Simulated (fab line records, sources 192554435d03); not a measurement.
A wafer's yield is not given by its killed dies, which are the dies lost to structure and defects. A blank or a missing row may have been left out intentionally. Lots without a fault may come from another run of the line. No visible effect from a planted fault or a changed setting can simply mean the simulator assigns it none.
Which tool did it? ; flow n5Finfet ; Sampling: 24 lots, 72 wafers, 6 of 1938 route steps

## WHAT THE GAUGES SHOWED, per wafer
Not one reading of a measure or inspect step in the record can be checked against a usual standard deviation.

## EACH LOT AND THE TOOL THAT RAN IT (in order: tool; ch and the chambers of the sampled wafers; start)
lot;N5_HKMG_FIN_ETCH_58;N5_GATE_CUT_ETCHBACK_00;N5_GATE_CUT_SAC_CAP_01;N5_GATE_CUT_CMP_02;N5_GATE_CUT_CUT_ETCH_55;N5_GATE_CUT_CMP_61
L074;rieDiel-02 ch 0,1,3, day 4 06:09;rieMetal-02 ch 0,1, day 4 13:53;aldSin-03 ch 0,1,2, day 4 14:28;cmp-01 ch 0,1,2, day 4 16:50;rieMetal-02 ch 0,1, day 4 18:04;cmp-02 ch 1,2,3, day 4 20:48
L075;rieDiel-02 ch 0,1,3, day 4 09:51;rieMetal-01 ch 0,1, day 4 17:49;aldSin-03 ch 1,2,3, day 4 18:38;cmp-01 ch 0,2,3, day 4 20:56;rieMetal-03 ch 0,1, day 4 22:16;cmp-01 ch 0,2,3, day 5 00:58
L076;rieDiel-06 ch 1,3, day 4 14:35;rieMetal-03 ch 0,1, day 4 22:45;aldSin-03 ch 0,1,3, day 4 23:37;cmp-01 ch 1,2,3, day 5 01:55;rieMetal-03 ch 0,1, day 5 03:20;cmp-01 ch 1,2,3, day 5 05:56
L077;rieDiel-01 ch 0,1,3, day 4 19:54;rieMetal-01 ch 0,1, day 5 03:33;aldSin-01 ch 0,2, day 5 04:10;cmp-01 ch 0,1, day 5 06:25;rieMetal-01 ch 0,1, day 5 07:51;cmp-02 ch 2,3, day 5 10:29
L078;rieDiel-02 ch 1,2,3, day 5 04:39;rieMetal-02 ch 0,1, day 5 12:43;aldSin-03 ch 0,1,3, day 5 13:19;cmp-02 ch 1,2,3, day 5 15:35;rieMetal-03 ch 0,1, day 5 17:01;cmp-03 ch 0,1,3, day 5 19:41
L079;rieDiel-02 ch 0,1, day 5 05:46;rieMetal-03 ch 1, day 5 13:43;aldSin-01 ch 1,2,3, day 5 14:19;cmp-01 ch 0,1, day 5 16:35;rieMetal-02 ch 0,1, day 5 17:53;cmp-01 ch 0,1,2, day 5 21:35
L080;rieDiel-01 ch 1,2,3, day 5 16:57;rieMetal-02 ch 0,1, day 6 00:35;aldSin-03 ch 0,1,3, day 6 01:12;cmp-02 ch 0,1, day 6 03:31;rieMetal-02 ch 0,1, day 6 04:55;cmp-03 ch 0,1,3, day 6 07:53
L081;rieDiel-02 ch 0,2, day 5 19:04;rieMetal-02 ch 0,1, day 6 03:50;aldSin-03 ch 0,1,2, day 6 04:27;cmp-03 ch 0,2,3, day 6 06:45;rieMetal-01 ch 0,1, day 6 08:19;cmp-03 ch 0,1, day 6 11:34
L082;rieDiel-02 ch 1,2, day 6 04:55;rieMetal-01 ch 0,1, day 6 13:31;aldSin-04 ch 0,1, day 6 14:16;cmp-01 ch 0,1, day 6 16:32;rieMetal-02 ch 0,1, day 6 17:58;cmp-03 ch 0,2,3, day 6 20:38
L083;rieDiel-01 ch 0,2, day 6 14:43;rieMetal-02 ch 0,1, day 6 22:13;aldSin-03 ch 1,2,3, day 6 23:19;cmp-02 ch 0,2,3, day 7 01:41;rieMetal-03 ch 0,1, day 7 02:55;cmp-01 ch 0,2, day 7 05:34
L084;rieDiel-01 ch 1,2,3, day 6 18:51;rieMetal-02 ch 0,1, day 7 02:24;aldSin-04 ch 1,2,3, day 7 03:02;cmp-02 ch 0,2,3, day 7 05:19;rieMetal-01 ch 0,1, day 7 06:37;cmp-01 ch 0,1,2, day 7 09:14
L085;rieDiel-06 ch 2,3, day 7 01:13;rieMetal-01 ch 0,1, day 7 08:50;aldSin-01 ch 2,3, day 7 09:29;cmp-01 ch 0,1,3, day 7 11:50;rieMetal-02 ch 0,1, day 7 13:11;cmp-02 ch 0,2,3, day 7 15:56
L086;rieDiel-02 ch 0,1,2, day 7 07:11;rieMetal-01 ch 0,1, day 7 14:57;aldSin-04 ch 1,2,3, day 7 15:34;cmp-03 ch 1,2,3, day 7 17:50;rieMetal-02 ch 0,1, day 7 19:08;cmp-01 ch 1,2,3, day 7 22:10
L087;rieDiel-06 ch 1,2,3, day 7 08:23;rieMetal-02 ch 0,1, day 7 16:02;aldSin-01 ch 0,1, day 7 16:36;cmp-03 ch 1,2, day 7 18:52;rieMetal-02 ch 0,1, day 7 20:18;cmp-03 ch 1,3, day 7 22:55
L088;rieDiel-01 ch 1,3, day 7 15:32;rieMetal-02 ch 0,1, day 7 23:29;aldSin-04 ch 0,1,2, day 8 00:30;cmp-02 ch 1,2, day 8 02:48;rieMetal-02 ch 0,1, day 8 04:13;cmp-01 ch 0,1,2, day 8 07:02
L089;rieDiel-06 ch 0,3, day 7 22:40;rieMetal-01 ch 0,1, day 8 06:23;aldSin-01 ch 0,1,2, day 8 07:34;cmp-03 ch 0,3, day 8 09:50;rieMetal-01 ch 0,1, day 8 11:35;cmp-03 ch 1,2,3, day 8 15:03
L090;rieDiel-01 ch 0,1, day 8 02:34;rieMetal-01 ch 0,1, day 8 10:07;aldSin-01 ch 1,2,3, day 8 10:44;cmp-02 ch 0,1, day 8 13:00;rieMetal-01 ch 0,1, day 8 14:32;cmp-02 ch 0,1,2, day 8 17:45
L091;rieDiel-06 ch 2,3, day 8 10:11;rieMetal-03 ch 0,1, day 8 17:34;aldSin-03 ch 1,3, day 8 18:23;cmp-01 ch 0,1, day 8 20:39;rieMetal-02 ch 1, day 8 22:05;cmp-03 ch 2,3, day 9 00:44
L092;rieDiel-02 ch 0,1,2, day 8 14:40;rieMetal-01 ch 0,1, day 8 22:20;aldSin-04 ch 0,2, day 8 23:47;cmp-02 ch 2,3, day 9 02:04;rieMetal-03 ch 1, day 9 03:29;cmp-03 ch 0,1,2, day 9 06:07
L093;rieDiel-06 ch 2,3, day 8 23:08;rieMetal-01 ch 0,1, day 9 07:02;aldSin-01 ch 1,3, day 9 07:40;cmp-03 ch 1,2,3, day 9 09:58;rieMetal-03 ch 0,1, day 9 11:21;cmp-03 ch 2,3, day 9 14:00
L094;rieDiel-02 ch 0,1,2, day 8 23:43;rieMetal-03 ch 0,1, day 9 07:32;aldSin-03 ch 1,2, day 9 08:09;cmp-02 ch 0,1,3, day 9 10:29;rieMetal-01 ch 0,1, day 9 11:44;cmp-02 ch 0,1,2, day 9 14:31
L095;rieDiel-01 ch 0,3, day 9 07:19;rieMetal-02 ch 0,1, day 9 14:54;aldSin-01 ch 1,2, day 9 15:36;cmp-03 ch 0,2,3, day 9 17:59;rieMetal-03 ch 0,1, day 9 19:17;cmp-02 ch 1,2,3, day 9 22:00
L096;rieDiel-02 ch 0,2,3, day 9 13:13;rieMetal-01 ch 0,1, day 9 20:38;aldSin-01 ch 1,2, day 9 21:15;cmp-02 ch 0,3, day 9 23:31;rieMetal-01 ch 0,1, day 10 01:09;cmp-03 ch 0,1, day 10 03:51
L097;rieDiel-01 ch 1,2,3, day 9 18:26;rieMetal-03 ch 0,1, day 10 02:04;aldSin-01 ch 0,1,3, day 10 02:56;cmp-01 ch 0,2,3, day 10 05:13;rieMetal-03 ch 0,1, day 10 06:40;cmp-01 ch 2,3, day 10 09:19
- N5_HKMG_FIN_ETCH_58: etches SOC in N2/H2, target depth 215.8 nm, time 741 s.
- N5_GATE_CUT_ETCHBACK_00: etches W in SF6/Cl2.
- N5_GATE_CUT_SAC_CAP_01: material SiNx, target thk 24 nm, pulse time 1 s, ald cycles 480.
- N5_GATE_CUT_CMP_02: polishes, stops on SiO2, t overpolish 12.7 s, target thk 0 nm.
- N5_GATE_CUT_CUT_ETCH_55: etches HfO2 in BCl3, target depth 3.2 nm.
- N5_GATE_CUT_CMP_61: polishes, stops on SiNx, t overpolish 3 s.

## WHAT THE TOOLS THEMSELVES READ (means of the sampled wafers that have a number; where no wafer has one, the mark that the record gives instead)
N5_HKMG_FIN_ETCH_58.
lot;tool;drypumpMotorCurrentA (A);oesProductAu (a.u.);rfVppV (V);showerheadPlenumPTorr (Torr);throttleValvePct (%)
L074;rieDiel-02;5.4;0.92;98.8;2.57;17.50
L075;rieDiel-02;5.4;0.92;99.3;2.56;17.50
L076;rieDiel-06;6.2;0.85;99.4;2.54;17.76
L077;rieDiel-01;5.7;0.80;99.1;2.48;17.83
L078;rieDiel-02;5.4;0.88;99.1;2.59;17.57
L079;rieDiel-02;5.7;0.91;99.9;2.60;17.42
L080;rieDiel-01;5.8;0.77;98.5;2.51;17.79
L081;rieDiel-02;5.8;0.86;99.8;2.67;17.61
L082;rieDiel-02;5.7;0.85;99.9;2.66;17.59
L083;rieDiel-01;6.2;0.73;97.8;2.44;17.93
L084;rieDiel-01;5.8;0.76;99.1;2.50;17.82
L085;rieDiel-06;5.3;0.92;99.3;2.70;17.70
L086;rieDiel-02;5.8;0.85;99.8;2.63;17.54
L087;rieDiel-06;5.8;0.86;99.8;2.61;17.75
L088;rieDiel-01;5.4;0.76;98.7;2.51;17.88
L089;rieDiel-06;5.2;0.90;100.1;2.70;17.64
L090;rieDiel-01;5.6;0.70;98.5;2.48;17.99
L091;rieDiel-06;5.3;0.88;100.3;2.69;17.72
L092;rieDiel-02;5.7;0.84;99.0;2.63;17.57
L093;rieDiel-06;5.3;0.88;99.0;2.67;17.64
L094;rieDiel-02;5.7;0.84;99.4;2.62;17.58
L095;rieDiel-01;5.8;0.80;99.4;2.45;17.83
L096;rieDiel-02;5.4;0.82;99.4;2.58;17.67
L097;rieDiel-01;5.8;0.82;99.3;2.49;17.74

N5_GATE_CUT_ETCHBACK_00.
lot;tool;drypumpMotorCurrentA (A);mfcCl2Sccm (sccm);oesProductAu (a.u.);throttleValvePct (%)
L074;rieMetal-02;5.72;60.14;0.75;27.92
L075;rieMetal-01;5.53;60.08;0.76;27.34
L076;rieMetal-03;5.56;59.89;0.63;27.68
L077;rieMetal-01;5.56;60.22;0.75;27.36
L078;rieMetal-02;5.75;60.05;0.73;27.92
L079;rieMetal-03;5.59;60.05;0.63;27.48
L080;rieMetal-02;5.79;60.12;0.84;27.82
L081;rieMetal-02;5.73;59.86;0.73;27.91
L082;rieMetal-01;5.43;59.68;0.78;27.44
L083;rieMetal-02;5.79;60.00;0.82;27.83
L084;rieMetal-02;5.72;60.03;0.72;27.93
L085;rieMetal-01;5.43;60.16;0.78;27.45
L086;rieMetal-01;5.55;59.95;0.74;27.36
L087;rieMetal-02;5.78;60.04;0.81;27.82
L088;rieMetal-02;5.80;60.04;0.82;27.83
L089;rieMetal-01;5.46;60.15;0.77;27.45
L090;rieMetal-01;5.47;60.05;0.76;27.46
L091;rieMetal-03;5.54;59.88;0.61;27.71
L092;rieMetal-01;5.42;60.18;0.76;27.46
L093;rieMetal-01;5.45;60.09;0.76;27.45
L094;rieMetal-03;5.54;60.08;0.62;27.70
L095;rieMetal-02;5.74;60.03;0.71;27.93
L096;rieMetal-01;5.54;59.77;0.73;27.38
L097;rieMetal-03;5.53;60.03;0.62;27.71

N5_GATE_CUT_SAC_CAP_01.
lot;tool;heaterPowerW (W);precursorPulseHeightRel
L074;aldSin-03;802;1.005
L075;aldSin-03;776;1.009
L076;aldSin-03;807;0.965
L077;aldSin-01;869;0.998
L078;aldSin-03;821;0.988
L079;aldSin-01;895;1.002
L080;aldSin-03;825;0.994
L081;aldSin-03;801;0.987
L082;aldSin-04;923;1.004
L083;aldSin-03;781;1.021
L084;aldSin-04;812;0.986
L085;aldSin-01;919;1.008
L086;aldSin-04;828;1.003
L087;aldSin-01;835;0.975
L088;aldSin-04;875;1.006
L089;aldSin-01;879;0.992
L090;aldSin-01;897;1.006
L091;aldSin-03;748;1.001
L092;aldSin-04;909;0.991
L093;aldSin-01;904;1.000
L094;aldSin-03;742;1.005
L095;aldSin-01;866;0.997
L096;aldSin-01;858;0.998
L097;aldSin-01;885;1.005

N5_GATE_CUT_CMP_02.
lot;tool;motorCurrentA (A);overpolishRunS (s);timeToEndpointS (s)
L074;cmp-01;10.4;12.697;25
L075;cmp-01;9.8;12.703;25
L076;cmp-01;10.1;12.704;24
L077;cmp-01;8.5;12.704;24
L078;cmp-02;8.7;12.705;24
L079;cmp-01;8.7;12.695;25
L080;cmp-02;8.4;12.719;26
L081;cmp-03;8.8;12.706;29
L082;cmp-01;9.0;12.699;27
L083;cmp-02;9.1;12.702;25
L084;cmp-02;8.6;12.695;24
L085;cmp-01;8.3;12.702;25
L086;cmp-03;8.3;12.698;28
L087;cmp-03;9.0;12.703;27
L088;cmp-02;9.3;12.703;20
L089;cmp-03;8.4;12.710;26
L090;cmp-02;8.6;12.699;22
L091;cmp-01;9.0;12.697;29
L092;cmp-02;8.9;12.705;24
L093;cmp-03;8.7;12.696;27
L094;cmp-02;8.5;12.697;24
L095;cmp-03;8.7;12.705;31
L096;cmp-02;8.5;12.693;24
L097;cmp-01;10.1;12.698;26

N5_GATE_CUT_CUT_ETCH_55.
lot;tool;drypumpMotorCurrentA (A);oesProductAu (a.u.);throttleValvePct (%)
L074;rieMetal-02;5.72;0.75;33.9
L075;rieMetal-03;5.57;0.63;33.1
L076;rieMetal-03;5.54;0.63;33.3
L077;rieMetal-01;5.44;0.79;32.7
L078;rieMetal-03;5.52;0.63;33.3
L079;rieMetal-02;5.78;0.85;33.9
L080;rieMetal-02;5.78;0.83;33.9
L081;rieMetal-01;5.45;0.78;32.7
L082;rieMetal-02;5.73;0.73;33.9
L083;rieMetal-03;5.56;0.63;33.1
L084;rieMetal-01;5.44;0.78;32.7
L085;rieMetal-02;5.72;0.72;33.9
L086;rieMetal-02;5.81;0.81;33.9
L087;rieMetal-02;5.77;0.81;33.9
L088;rieMetal-02;5.79;0.80;33.9
L089;rieMetal-01;5.42;0.76;32.7
L090;rieMetal-01;5.42;0.78;32.7
L091;rieMetal-02;5.65;0.63;33.9
L092;rieMetal-03;5.59;0.62;32.8
L093;rieMetal-03;5.53;0.62;33.3
L094;rieMetal-01;5.56;0.73;32.7
L095;rieMetal-03;5.54;0.62;33.3
L096;rieMetal-01;5.54;0.71;32.7
L097;rieMetal-03;5.57;0.62;33.1

N5_GATE_CUT_CMP_61.
lot;tool;motorCurrentA (A)
L074;cmp-02;11.8
L075;cmp-01;13.6
L076;cmp-01;13.4
L077;cmp-02;12.3
L078;cmp-03;10.9
L079;cmp-01;13.6
L080;cmp-03;11.0
L081;cmp-03;11.1
L082;cmp-03;12.0
L083;cmp-01;13.7
L084;cmp-01;13.1
L085;cmp-02;11.8
L086;cmp-01;13.4
L087;cmp-03;10.7
L088;cmp-01;13.5
L089;cmp-03;11.4
L090;cmp-02;12.4
L091;cmp-03;11.9
L092;cmp-03;11.8
L093;cmp-03;12.1
L094;cmp-02;12.1
L095;cmp-02;11.7
L096;cmp-03;11.3
L097;cmp-01;15.1

## THE ANSWER, worked out from the rows above alone
Rule: the usual values come from the lots themselves. The widest of any qualifying gaps counts: lots, ordered by their means at a reading, are off when they make up no more than a third of the lots, leave a main group of 4 or more, and stand apart from it by 3 or more times the standard deviation of that group's means. The tables above print the reading to a certain number of digits; a main group whose means all agree to those digits is not used. Also off: a lot with no number at a reading for which 4 or more lots have one. All remaining lots with rows at the step are treated as sound. Order of review: gauges by route order, followed by the tools' own readings, for which a lot's mean as printed above is used. At the first step where some lot is off, the reading lying furthest off is the one used; lots without a number count as furthest.
Nothing can be told from this: no lot is off at any reading shown.

## WHAT THE SIMULATOR PUT IN
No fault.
